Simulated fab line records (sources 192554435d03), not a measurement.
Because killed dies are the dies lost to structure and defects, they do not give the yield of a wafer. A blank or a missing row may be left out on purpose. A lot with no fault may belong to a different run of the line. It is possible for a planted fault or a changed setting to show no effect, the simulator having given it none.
What tool caused it? + flow n5Finfet + 9 lots with 27 wafers sampled at 5 steps, on a route of 1938 steps

## WHAT THE GAUGES READ, wafer by wafer
N5_BEOL_M4_RC_MEAS_101. Usual: DIBL_N 35.8 mV/V, standard deviation 1.7; DIBL_P 35.3 mV/V, standard deviation 2; IOFF_N 0.150 nA/um, standard deviation 0.026; IOFF_P 0.194 nA/um, standard deviation 0.029; ION_N 667 uA/um, standard deviation 11; ION_P 456 uA/um, standard deviation 7.1; SS_N 71.4 mV/dec, standard deviation 0.65; SS_P 73.1 mV/dec, standard deviation 0.64; VT_N 251 mV, standard deviation 3; VT_P -252 mV, standard deviation 3.2.
| lot  | measured     | on        | DIBL_N (mV/V)  | DIBL_P (mV/V)  | IOFF_N (nA/um)    | IOFF_P (nA/um)    | ION_N (uA/um) | ION_P (uA/um) | SS_N (mV/dec)  | SS_P (mV/dec)  | VT_N (mV)   | VT_P (mV)      | flag |
|------|--------------|-----------|----------------|----------------|-------------------|-------------------|---------------|---------------|----------------|----------------|-------------|----------------|------|
| L100 | day 9 17:53  | prober-01 | 36.5 32.5 35.6 | 36.8 32.0 36.5 | 0.156 0.103 0.150 | 0.193 0.136 0.190 | 678 649 675   | 461 447 466   | 72.2 70.9 71.2 | 73.0 71.8 74.1 | 253 258 250 | -252 -258 -254 |      |
| L101 | day 11 02:30 | prober-01 | 37.5 38.0 35.9 | 35.6 37.8 35.0 | 0.165 0.195 0.141 | 0.191 0.236 0.187 | 659 665 644   | 444 447 442   | 72.8 72.9 72.0 | 73.9 74.3 72.9 | 253 246 253 | -255 -248 -253 |      |
| L105 | day 11 08:04 | prober-02 | 33.9 31.8 34.2 | 32.9 31.0 33.7 | 0.125 0.097 0.125 | 0.150 0.135 0.157 | 669 644 662   | 448 443 453   | 71.4 69.8 71.0 | 72.4 72.2 72.5 | 255 256 253 | -255 -257 -254 |      |
| L106 | day 11 20:26 | prober-02 | 34.8 35.6 34.6 | 34.4 35.2 33.4 | 0.118 0.126 0.110 | 0.165 0.167 0.152 | 659 649 638   | 450 448 445   | 70.4 71.1 70.9 | 72.9 72.2 72.4 | 254 254 257 | -255 -256 -259 |      |
| L110 | day 12 12:49 | prober-02 | 33.9 35.7 36.5 | 32.9 34.6 34.1 | 0.124 0.149 0.156 | 0.169 0.199 0.182 | 660 673 665   | 451 465 450   | 71.0 70.5 70.8 | 72.6 72.7 72.6 | 254 252 251 | -252 -251 -254 |      |
| L116 | day 14 01:35 | prober-01 | 34.5 34.4 36.1 | 34.0 32.9 35.3 | 0.121 0.116 0.143 | 0.179 0.167 0.204 | 650 656 668   | 454 451 455   | 71.1 70.8 71.9 | 73.7 72.8 72.8 | 254 255 253 | -250 -255 -251 |      |
| L121 | day 15 08:19 | prober-01 | 34.3 36.6 34.5 | 34.8 37.6 35.9 | 0.117 0.153 0.129 | 0.170 0.217 0.184 | 668 666 674   | 463 458 463   | 70.9 71.9 71.3 | 73.4 73.2 73.1 | 255 253 252 | -253 -251 -253 |      |
| L122 | day 15 11:44 | prober-02 | 37.6 36.5 36.8 | 35.2 35.3 36.0 | 0.177 0.159 0.167 | 0.217 0.212 0.225 | 680 669 679   | 463 461 464   | 71.3 70.4 71.2 | 73.9 72.7 73.7 | 248 250 250 | -248 -250 -252 |      |
| L123 | day 15 13:35 | prober-02 | 36.4 32.1 38.1 | 37.8 30.6 38.0 | 0.167 0.103 0.195 | 0.192 0.114 0.186 | 676 649 674   | 457 443 452   | 71.4 70.6 72.7 | 73.8 71.6 73.5 | 247 255 247 | -252 -260 -255 |      |

## EACH LOT AND THE TOOL THAT RAN IT (in order: tool; ch and the chambers of the sampled wafers; start)
| lot  | N5_BEOL_M0_SAQP_PECVD_03        | N5_BEOL_M0_SAQP_PECVD_97        | N5_BEOL_M0_SAQP_DESCUM_19         | N5_BEOL_M0_SAQP_ETCH_84           |
|------|---------------------------------|---------------------------------|-----------------------------------|-----------------------------------|
| L100 | pecvd-01 ch 0,1, day 5 14:36    | pecvd-01 ch 0,1, day 5 14:40    | rieDiel-06 ch 1,2,3, day 5 15:28  | rieDiel-06 ch 1,2,3, day 5 15:33  |
| L101 | pecvd-01 ch 0,2, day 6 02:19    | pecvd-01 ch 0,2, day 6 02:23    | rieDiel-05 ch 0,1,3, day 6 03:06  | rieDiel-05 ch 0,1,3, day 6 03:11  |
| L105 | pecvd-04 ch 0,1,2, day 6 20:15  | pecvd-04 ch 0,1,2, day 6 20:20  | rieDiel-05 ch 1,3, day 6 20:55    | rieDiel-05 ch 1,3, day 6 20:59    |
| L106 | pecvd-01 ch 1,2, day 7 00:37    | pecvd-01 ch 1,2, day 7 00:42    | rieDiel-05 ch 0,2,3, day 7 01:31  | rieDiel-05 ch 0,2,3, day 7 01:37  |
| L110 | pecvd-04 ch 0,1,2, day 8 03:58  | pecvd-04 ch 0,1,2, day 8 04:03  | rieDiel-02 ch 0,1,2, day 8 05:13  | rieDiel-02 ch 0,1,2, day 8 05:18  |
| L116 | pecvd-04 ch 1,2, day 9 14:37    | pecvd-04 ch 1,2, day 9 14:41    | rieDiel-05 ch 0,1,3, day 9 15:17  | rieDiel-05 ch 0,1,3, day 9 15:23  |
| L121 | pecvd-04 ch 0,1, day 10 18:27   | pecvd-04 ch 0,1, day 10 18:32   | rieDiel-02 ch 2,3, day 10 19:29   | rieDiel-02 ch 2,3, day 10 19:34   |
| L122 | pecvd-04 ch 0,1,2, day 11 05:14 | pecvd-04 ch 0,1,2, day 11 05:18 | rieDiel-06 ch 0,3, day 11 05:53   | rieDiel-06 ch 0,3, day 11 05:58   |
| L123 | pecvd-02 ch 1,2, day 11 08:22   | pecvd-02 ch 1,2, day 11 08:26   | rieDiel-02 ch 1,2,3, day 11 09:13 | rieDiel-02 ch 1,2,3, day 11 09:18 |
- N5_BEOL_M0_SAQP_PECVD_03: deposits SiCN from 3MS/NH3, target thk 12 nm, time 21.1 s.
- N5_BEOL_M0_SAQP_PECVD_97: deposits SiNx from SiH4/NH3/N2, target thk 23 nm, time 19.9 s.
- N5_BEOL_M0_SAQP_DESCUM_19: chemistry O2, time 7.9 s.
- N5_BEOL_M0_SAQP_ETCH_84: etches SOC in N2/H2, target depth 100 nm, overetch 20 nm, time 150 s.

## AS READ BY THE TOOLS THEMSELVES (means over the sampled wafers that have a number; for cases with no such wafer, the mark the record gives instead)
N5_BEOL_M0_SAQP_PECVD_03. Usual: showerheadPlenumPTorr 3.674 Torr, standard deviation 0.02; throttleValvePct 9.0 %, standard deviation 0.55.
| lot  | tool     | showerheadPlenumPTorr (Torr) | throttleValvePct (%) | flag |
|------|----------|------------------------------|----------------------|------|
| L100 | pecvd-01 | 3.682                        | 9.0                  |      |
| L101 | pecvd-01 | 3.678                        | 8.4                  |      |
| L105 | pecvd-04 | 3.673                        | 8.8                  |      |
| L106 | pecvd-01 | 3.696                        | 9.3                  |      |
| L110 | pecvd-04 | 3.667                        | 9.1                  |      |
| L116 | pecvd-04 | 3.664                        | 8.7                  |      |
| L121 | pecvd-04 | 3.656                        | 8.7                  |      |
| L122 | pecvd-04 | 3.667                        | 8.9                  |      |
| L123 | pecvd-02 | 3.667                        | 9.1                  |      |

N5_BEOL_M0_SAQP_PECVD_97. Usual: heaterPowerW 555 W, standard deviation 67; showerheadPlenumPTorr 5.19 Torr, standard deviation 0.097; throttleValvePct 39.6 %, standard deviation 2.4.
| lot  | tool     | heaterPowerW (W) | showerheadPlenumPTorr (Torr) | throttleValvePct (%) | flag |
|------|----------|------------------|------------------------------|----------------------|------|
| L100 | pecvd-01 | 547              | 5.23                         | 40.0                 |      |
| L101 | pecvd-01 | 543              | 5.19                         | 37.5                 |      |
| L105 | pecvd-04 | 606              | 5.15                         | 39.2                 |      |
| L106 | pecvd-01 | 482              | 5.32                         | 41.7                 |      |
| L110 | pecvd-04 | 562              | 5.16                         | 39.2                 |      |
| L116 | pecvd-04 | 670              | 5.16                         | 38.2                 |      |
| L121 | pecvd-04 | 532              | 5.09                         | 39.3                 |      |
| L122 | pecvd-04 | 585              | 5.15                         | 39.4                 |      |
| L123 | pecvd-02 | 611              | 5.14                         | 39.6                 |      |

N5_BEOL_M0_SAQP_DESCUM_19. Usual: chamberPressureMTorr 20.000 mTorr, standard deviation 0.017; drypumpMotorCurrentA 5.8 A, standard deviation 0.46; oesProductAu 0.78 a.u., standard deviation 0.087; rfVppV 243.2 V, standard deviation 1.4; showerheadPlenumPTorr 2.09 Torr, standard deviation 0.086; throttleValvePct 20.53 %, standard deviation 0.22.
| lot  | tool       | chamberPressureMTorr (mTorr) | drypumpMotorCurrentA (A) | oesProductAu (a.u.) | rfVppV (V) | showerheadPlenumPTorr (Torr) | throttleValvePct (%) | flag |
|------|------------|------------------------------|--------------------------|---------------------|------------|------------------------------|----------------------|------|
| L100 | rieDiel-06 | 19.994                       | 6.2                      | 0.72                | 243.5      | 2.07                         | 20.75                |      |
| L101 | rieDiel-05 | 19.998                       | 5.5                      | 0.71                | 242.8      | 2.10                         | 20.43                |      |
| L105 | rieDiel-05 | 20.004                       | 5.5                      | 0.70                | 244.5      | 2.14                         | 20.39                |      |
| L106 | rieDiel-05 | 19.998                       | 5.6                      | 0.74                | 243.9      | 2.11                         | 20.53                |      |
| L110 | rieDiel-02 | 19.994                       | 6.0                      | 0.80                | 244.0      | 2.13                         | 20.28                |      |
| L116 | rieDiel-05 | 19.998                       | 5.5                      | 0.79                | 243.3      | 2.10                         | 20.35                |      |
| L121 | rieDiel-02 | 19.998                       | 5.3                      | 0.81                | 242.1      | 2.05                         | 20.53                |      |
| L122 | rieDiel-06 | 20.001                       | 5.7                      | 0.70                | 240.5      | 1.96                         | 20.68                |      |
| L123 | rieDiel-02 | 20.005                       | 5.7                      | 0.84                | 242.4      | 2.12                         | 20.49                |      |

N5_BEOL_M0_SAQP_ETCH_84. Usual: chamberPressureMTorr 29.998 mTorr, standard deviation 0.026; drypumpMotorCurrentA 5.8 A, standard deviation 0.46; h2FlowSccm 200.0 sccm, standard deviation 0.6; n2FlowSccm 199.9 sccm, standard deviation 0.57; oesProductAu 0.70 a.u., standard deviation 0.074; rfVppV 523.8 V, standard deviation 3; runLengthS 173.4 s, standard deviation 0.38; showerheadPlenumPTorr 2.54 Torr, standard deviation 0.11; throttleValvePct 17.97 %, standard deviation 0.21.
| lot  | tool       | chamberPressureMTorr (mTorr) | drypumpMotorCurrentA (A) | h2FlowSccm (sccm) | n2FlowSccm (sccm) | oesProductAu (a.u.) | rfVppV (V) | runLengthS (s) | showerheadPlenumPTorr (Torr) | throttleValvePct (%) | flag |
|------|------------|------------------------------|--------------------------|-------------------|-------------------|---------------------|------------|----------------|------------------------------|----------------------|------|
| L100 | rieDiel-06 | 30.018                       | 6.2                      | 200.1             | 199.8             | 0.64                | 522.2      | 173.3          | 2.52                         | 18.10                |      |
| L101 | rieDiel-05 | 29.991                       | 5.6                      | 200.0             | 200.0             | 0.64                | 525.5      | 173.2          | 2.55                         | 17.91                |      |
| L105 | rieDiel-05 | 29.989                       | 5.5                      | 200.4             | 200.6             | 0.63                | 525.2      | 173.3          | 2.60                         | 17.90                |      |
| L106 | rieDiel-05 | 30.001                       | 5.6                      | 200.2             | 199.2             | 0.66                | 524.2      | 173.6          | 2.56                         | 18.01                |      |
| L110 | rieDiel-02 | 29.991                       | 6.0                      | 200.1             | 199.8             | 0.72                | 525.4      | 173.6          | 2.59                         | 17.77                |      |
| L116 | rieDiel-05 | 30.003                       | 5.6                      | 200.2             | 199.7             | 0.73                | 524.0      | 169.0          | 2.54                         | 17.81                | OFF  |
| L121 | rieDiel-02 | 30.015                       | 5.3                      | 200.3             | 199.7             | 0.72                | 522.0      | 173.9          | 2.49                         | 17.94                |      |
| L122 | rieDiel-06 | 30.000                       | 5.7                      | 200.4             | 199.9             | 0.64                | 519.6      | 173.1          | 2.37                         | 18.07                |      |
| L123 | rieDiel-02 | 29.994                       | 5.7                      | 199.2             | 199.9             | 0.75                | 524.2      | 173.6          | 2.57                         | 17.93                |      |

## THE ANSWER, worked out from the rows above alone
Rule: a lot counts as off when the mean over its wafers that have a number is more than 3 standard deviations away from the usual mean. A lot without any number at a reading at which 4 lots or more have one is off too. Any other lot the step has rows for is counted as sound. First the gauges in route order, then the tools' own readings, where a lot's mean is used as printed above. The first step at which some lot is off is used, and at that step the reading that is off furthest; a lot without a number counts as furthest.
Off: L116 (N5_BEOL_M0_SAQP_ETCH_84, runLengthS).
If a tool, at that step or one of the process steps before it, ran each lot that is off and ran no sound lot following the first of them, it fits. One candidate fits, namely rieDiel-05 at N5_BEOL_M0_SAQP_DESCUM_19 and N5_BEOL_M0_SAQP_ETCH_84. At N5_BEOL_M0_SAQP_DESCUM_19 its last sound lot is L106 (day 7 01:31), its first lot that is off L116 (day 9 15:17): a fault that began between those two fits.

## WHAT WAS PUT IN BY THE SIMULATOR
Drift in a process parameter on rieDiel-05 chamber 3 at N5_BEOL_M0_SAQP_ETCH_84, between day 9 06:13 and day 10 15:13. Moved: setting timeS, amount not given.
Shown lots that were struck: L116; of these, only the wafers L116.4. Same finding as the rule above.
